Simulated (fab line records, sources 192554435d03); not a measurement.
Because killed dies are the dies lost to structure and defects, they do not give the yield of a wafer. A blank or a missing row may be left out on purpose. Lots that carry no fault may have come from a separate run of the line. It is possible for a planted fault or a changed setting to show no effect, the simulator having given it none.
Which tool did it? | flow n5-finfet | 72 wafers from 24 lots sampled at 6 of the route's 1938 steps

## WHAT THE GAUGES READ, wafer by wafer
N5_BEOL_M12_INSPECT_12: inspects for defects (macro). Usual: raw-defect-count at 2.0, with a standard deviation of 1.4.
lot  | measured     | on                | raw-defect-count | flag
L074 | day 10 10:52 | defect-inspect-02 | 4 1 1            |
L075 | day 10 16:56 | defect-inspect-01 | 4 4 1            |
L076 | day 11 05:41 | defect-inspect-01 | 2 1 3            |
L077 | day 11 08:49 | defect-inspect-01 | 5 1 1            |
L078 | day 11 13:23 | defect-inspect-02 | 0 1 3            |
L079 | day 11 23:53 | defect-inspect-01 | 1 1 4            |
L080 | day 12 06:28 | defect-inspect-01 | 3 2 0            |
L082 | day 12 15:41 | defect-inspect-02 | 2 1 2            |
L081 | day 12 15:46 | defect-inspect-01 | 3 3 1            |
L083 | day 12 18:36 | defect-inspect-02 | 3 2 4            |
L085 | day 13 11:07 | defect-inspect-02 | 4 2 1            |
L084 | day 13 11:22 | defect-inspect-02 | 4 1 2            |
L086 | day 13 22:05 | defect-inspect-02 | 1 4 2            |
L088 | day 14 14:01 | defect-inspect-01 | 4 3 2            |
L087 | day 14 14:32 | defect-inspect-01 | 2 0 2            |
L089 | day 14 15:16 | defect-inspect-02 | 1 0 2            |
L091 | day 14 20:25 | defect-inspect-01 | 1 3 0            |
L090 | day 14 21:38 | defect-inspect-01 | 4 1 0            |
L092 | day 15 03:51 | defect-inspect-02 | 3 4 1            |
L093 | day 15 13:55 | defect-inspect-02 | 4 0 4            |
L094 | day 16 02:44 | defect-inspect-02 | 0 1 4            |
L096 | day 16 03:01 | defect-inspect-02 | 2 0 4            |
L095 | day 16 06:16 | defect-inspect-02 | 2 2 1            |
L097 | day 16 14:58 | defect-inspect-02 | 0 1 0            |

N5_BEOL_M12_CD_MEAS_28 targets a cd of 160.2 nm. Usual: cd-nm at 160.7 nm, with a standard deviation of 1.6.
lot  | measured     | on        | cd-nm (nm)        | flag
L074 | day 10 11:47 | cd-sem-03 | 165.4 162.0 160.8 |
L075 | day 10 17:47 | cd-sem-02 | 159.4 159.3 161.0 |
L076 | day 11 06:41 | cd-sem-01 | 158.6 161.0 159.0 |
L077 | day 11 09:55 | cd-sem-02 | 162.8 161.9 160.1 |
L078 | day 11 15:55 | cd-sem-01 | 161.4 160.3 161.6 |
L079 | day 12 01:23 | cd-sem-02 | 160.0 158.7 158.8 |
L080 | day 12 07:27 | cd-sem-02 | 160.7 159.6 162.3 |
L082 | day 12 16:32 | cd-sem-01 | 160.3 160.7 159.7 |
L081 | day 12 16:38 | cd-sem-01 | 160.6 159.9 161.9 |
L083 | day 12 19:35 | cd-sem-01 | 164.5 160.3 159.3 |
L085 | day 13 12:09 | cd-sem-02 | 161.7 162.5 159.9 |
L084 | day 13 12:25 | cd-sem-02 | 161.1 161.4 161.8 |
L086 | day 13 22:57 | cd-sem-01 | 162.4 163.0 159.4 |
L088 | day 14 15:00 | cd-sem-01 | 160.7 162.4 159.5 |
L087 | day 14 15:31 | cd-sem-02 | 158.9 159.2 159.9 |
L089 | day 14 16:22 | cd-sem-01 | 159.9 159.9 159.0 |
L091 | day 14 21:17 | cd-sem-02 | 162.0 159.4 162.9 |
L090 | day 14 22:38 | cd-sem-01 | 158.9 159.8 159.3 |
L092 | day 15 04:59 | cd-sem-02 | 159.8 160.6 160.8 |
L093 | day 15 15:02 | cd-sem-03 | 164.3 159.4 162.1 |
L094 | day 16 03:38 | cd-sem-01 | 159.0 161.6 160.7 |
L096 | day 16 03:53 | cd-sem-02 | 164.1 161.1 158.6 |
L095 | day 16 07:15 | cd-sem-02 | 161.5 160.4 161.8 |
L097 | day 16 15:57 | cd-sem-02 | 158.9 161.2 161.8 |

N5_BEOL_M12_INSPECT_55: inspects for defects (darkfield). Usual: raw-defect-count at 66, with a standard deviation of 20.
lot  | measured     | on                | raw-defect-count | flag
L074 | day 10 15:14 | defect-inspect-01 | 72 57 44         |
L075 | day 10 23:17 | defect-inspect-02 | 127 70 82        |
L076 | day 11 10:40 | defect-inspect-01 | 42 76 29         |
L077 | day 11 15:27 | defect-inspect-01 | 32 31 59         |
L078 | day 11 20:05 | defect-inspect-02 | 49 50 67         |
L079 | day 12 06:23 | defect-inspect-01 | 49 74 75         |
L080 | day 12 15:31 | defect-inspect-01 | 62 55 67         |
L082 | day 12 19:05 | defect-inspect-01 | 68 66 45         |
L081 | day 12 19:39 | defect-inspect-01 | 94 43 78         |
L083 | day 12 23:43 | defect-inspect-02 | 90 66 79         |
L085 | day 13 16:57 | defect-inspect-02 | 61 107 70        |
L084 | day 13 19:11 | defect-inspect-02 | 52 44 36         |
L086 | day 14 05:45 | defect-inspect-01 | 54 49 35         |
L088 | day 14 17:52 | defect-inspect-02 | 51 54 43         |
L087 | day 14 18:20 | defect-inspect-02 | 54 58 19         |
L089 | day 14 20:41 | defect-inspect-01 | 63 35 46         |
L091 | day 15 00:28 | defect-inspect-01 | 52 86 59         |
L090 | day 15 02:14 | defect-inspect-01 | 67 53 65         |
L092 | day 15 09:38 | defect-inspect-02 | 79 59 72         |
L093 | day 15 18:42 | defect-inspect-01 | 66 82 66         |
L094 | day 16 05:55 | defect-inspect-02 | 88 83 79         |
L096 | day 16 11:14 | defect-inspect-02 | 58 67 45         |
L095 | day 16 11:59 | defect-inspect-02 | 75 73 129        |
L097 | day 16 18:11 | defect-inspect-02 | 89 96 94         |

N5_BEOL_M13_INSPECT_12: inspects for defects (macro). Usual: raw-defect-count at 2.1, with a standard deviation of 1.5.
lot  | measured     | on                | raw-defect-count | flag
L074 | day 10 15:47 | defect-inspect-01 | 5 1 0            |
L075 | day 10 23:50 | defect-inspect-02 | 6 0 0            |
L076 | day 11 11:20 | defect-inspect-01 | 3 3 1            |
L077 | day 11 16:07 | defect-inspect-02 | 0 2 0            |
L078 | day 11 20:38 | defect-inspect-02 | 6 3 1            |
L079 | day 12 06:56 | defect-inspect-02 | 2 0 2            |
L080 | day 12 16:11 | defect-inspect-02 | 4 3 1            |
L082 | day 12 19:45 | defect-inspect-01 | 3 5 1            |
L081 | day 12 20:12 | defect-inspect-01 | 1 1 4            |
L083 | day 13 00:23 | defect-inspect-02 | 3 5 2            |
L085 | day 13 17:38 | defect-inspect-01 | 2 0 2            |
L084 | day 13 19:52 | defect-inspect-02 | 1 1 3            |
L086 | day 14 06:18 | defect-inspect-02 | 2 4 2            |
L088 | day 14 18:25 | defect-inspect-01 | 4 1 0            |
L087 | day 14 19:00 | defect-inspect-02 | 2 0 4            |
L089 | day 14 21:14 | defect-inspect-01 | 1 1 2            |
L091 | day 15 01:00 | defect-inspect-02 | 2 0 2            |
L090 | day 15 02:55 | defect-inspect-01 | 2 2 3            |
L092 | day 15 10:19 | defect-inspect-02 | 2 2 2            |
L093 | day 15 19:22 | defect-inspect-01 | 0 1 2            |
L094 | day 16 06:38 | defect-inspect-01 | 3 1 4            |
L096 | day 16 11:54 | defect-inspect-01 | 2 1 0            |
L095 | day 16 12:32 | defect-inspect-01 | 3 1 2            |
L097 | day 16 18:52 | defect-inspect-02 | 2 0 2            |

## EACH LOT AND THE TOOL THAT RAN IT (in order: tool; ch and the chambers of the sampled wafers; start)
lot  | N5_BEOL_M12_PRE_CLEAN_42     | N5_BEOL_M12_SPUTTER_44
L074 | pvd-sputter-01, day 10 13:59 | pvd-sputter-01, day 10 14:07
L075 | pvd-sputter-01, day 10 21:52 | pvd-sputter-01, day 10 21:59
L076 | pvd-sputter-02, day 11 09:28 | pvd-sputter-02, day 11 09:35
L077 | pvd-sputter-01, day 11 14:15 | pvd-sputter-01, day 11 14:22
L078 | pvd-sputter-03, day 11 18:53 | pvd-sputter-03, day 11 19:01
L079 | pvd-sputter-02, day 12 05:08 | pvd-sputter-02, day 12 05:17
L080 | pvd-sputter-03, day 12 13:51 | pvd-sputter-03, day 12 13:58
L082 | pvd-sputter-03, day 12 17:52 | pvd-sputter-03, day 12 17:59
L081 | pvd-sputter-01, day 12 17:59 | pvd-sputter-01, day 12 18:06
L083 | pvd-sputter-03, day 12 22:02 | pvd-sputter-03, day 12 22:09
L085 | pvd-sputter-01, day 13 15:42 | pvd-sputter-01, day 13 15:49
L084 | pvd-sputter-03, day 13 17:59 | pvd-sputter-03, day 13 18:06
L086 | pvd-sputter-02, day 14 04:03 | pvd-sputter-02, day 14 04:10
L088 | pvd-sputter-03, day 14 16:40 | pvd-sputter-03, day 14 16:47
L087 | pvd-sputter-02, day 14 17:07 | pvd-sputter-02, day 14 17:14
L089 | pvd-sputter-01, day 14 19:28 | pvd-sputter-01, day 14 19:35
L091 | pvd-sputter-02, day 14 23:15 | pvd-sputter-02, day 14 23:22
L090 | pvd-sputter-03, day 15 01:02 | pvd-sputter-03, day 15 01:10
L092 | pvd-sputter-01, day 15 08:14 | pvd-sputter-01, day 15 08:22
L093 | pvd-sputter-01, day 15 17:04 | pvd-sputter-01, day 15 17:11
L094 | pvd-sputter-03, day 16 04:43 | pvd-sputter-03, day 16 04:50
L096 | pvd-sputter-01, day 16 09:56 | pvd-sputter-01, day 16 10:04
L095 | pvd-sputter-02, day 16 10:35 | pvd-sputter-02, day 16 10:42
L097 | pvd-sputter-01, day 16 16:57 | pvd-sputter-01, day 16 17:04
- N5_BEOL_M12_PRE_CLEAN_42: time 30 s.
- N5_BEOL_M12_SPUTTER_44: material Ta, target thk 10 nm, time 16.13 s.

## WHAT THE TOOLS THEMSELVES READ (means of the sampled wafers that have a number; where no wafer has one, the mark that the record gives instead)
N5_BEOL_M12_PRE_CLEAN_42. Usual: heater-power-w at 338 W, with a standard deviation of 35.
lot  | tool           | heater-power-w (W) | flag
L074 | pvd-sputter-01 | 350                |
L075 | pvd-sputter-01 | 372                |
L076 | pvd-sputter-02 | 319                |
L077 | pvd-sputter-01 | 370                |
L078 | pvd-sputter-03 | 325                |
L079 | pvd-sputter-02 | 365                |
L080 | pvd-sputter-03 | 317                |
L082 | pvd-sputter-03 | 317                |
L081 | pvd-sputter-01 | 344                |
L083 | pvd-sputter-03 | 315                |
L085 | pvd-sputter-01 | 346                |
L084 | pvd-sputter-03 | 344                |
L086 | pvd-sputter-02 | 369                |
L088 | pvd-sputter-03 | 316                |
L087 | pvd-sputter-02 | 321                |
L089 | pvd-sputter-01 | 355                |
L091 | pvd-sputter-02 | 346                |
L090 | pvd-sputter-03 | 311                |
L092 | pvd-sputter-01 | 363                |
L093 | pvd-sputter-01 | 347                |
L094 | pvd-sputter-03 | 302                |
L096 | pvd-sputter-01 | 365                |
L095 | pvd-sputter-02 | 322                |
L097 | pvd-sputter-01 | 387                |

N5_BEOL_M12_SPUTTER_44. Usual: bias-v 79.9 V, standard deviation 0.75; cathode-dc-power-W 15000 W, standard deviation 2.8; throttle-valve-pct 30.3 %, standard deviation 1.1.
lot  | tool           | bias-v (V) | cathode-dc-power-W (W) | throttle-valve-pct (%) | flag
L074 | pvd-sputter-01 | 79.7       | 15002                  | 31.6                   |
L075 | pvd-sputter-01 | 80.4       | 15000                  | 31.5                   |
L076 | pvd-sputter-02 | 79.7       | 15002                  | 29.4                   |
L077 | pvd-sputter-01 | 79.7       | 15001                  | 31.5                   |
L078 | pvd-sputter-03 | 79.7       | 15000                  | 29.7                   |
L079 | pvd-sputter-02 | 80.3       | 15004                  | 30.1                   |
L080 | pvd-sputter-03 | 79.6       | 15004                  | 29.7                   |
L082 | pvd-sputter-03 | 79.0       | 14999                  | 29.9                   |
L081 | pvd-sputter-01 | 79.5       | 14999                  | 31.4                   |
L083 | pvd-sputter-03 | 79.9       | 15000                  | 29.7                   |
L085 | pvd-sputter-01 | 80.3       | 15000                  | 32.2                   |
L084 | pvd-sputter-03 | 80.6       | 14999                  | 29.6                   |
L086 | pvd-sputter-02 | 79.8       | 14999                  | 30.4                   |
L088 | pvd-sputter-03 | 80.1       | 14997                  | 29.6                   |
L087 | pvd-sputter-02 | 80.3       | 14999                  | 29.4                   |
L089 | pvd-sputter-01 | 79.0       | 15000                  | 31.5                   |
L091 | pvd-sputter-02 | 79.8       | 15000                  | 29.7                   |
L090 | pvd-sputter-03 | 79.6       | 14999                  | 29.5                   |
L092 | pvd-sputter-01 | 81.1       | 14999                  | 31.2                   |
L093 | pvd-sputter-01 | 79.7       | 14999                  | 32.2                   |
L094 | pvd-sputter-03 | 79.2       | 15000                  | 30.0                   |
L096 | pvd-sputter-01 | 78.9       | 15000                  | 30.6                   |
L095 | pvd-sputter-02 | 79.6       | 15002                  | 29.7                   |
L097 | pvd-sputter-01 | 79.5       | 15000                  | 30.6                   |

## THE ANSWER, worked out from the rows above alone
Rule: a lot counts as off when the mean over its wafers that have a number is more than 3 standard deviations away from the usual mean. A lot without any number at a reading at which 4 lots or more have one is off too. Where the step has rows for the other lots, those lots are counted as sound. Order of review: gauges by route order, followed by the tools' own readings, for which a lot's mean as printed above is used. At the first step where some lot is off, the reading lying furthest off is the one used; lots without a number count as furthest.
None of the lots is off at any reading shown; this tells nothing.

## WHAT WAS PUT IN BY THE SIMULATOR
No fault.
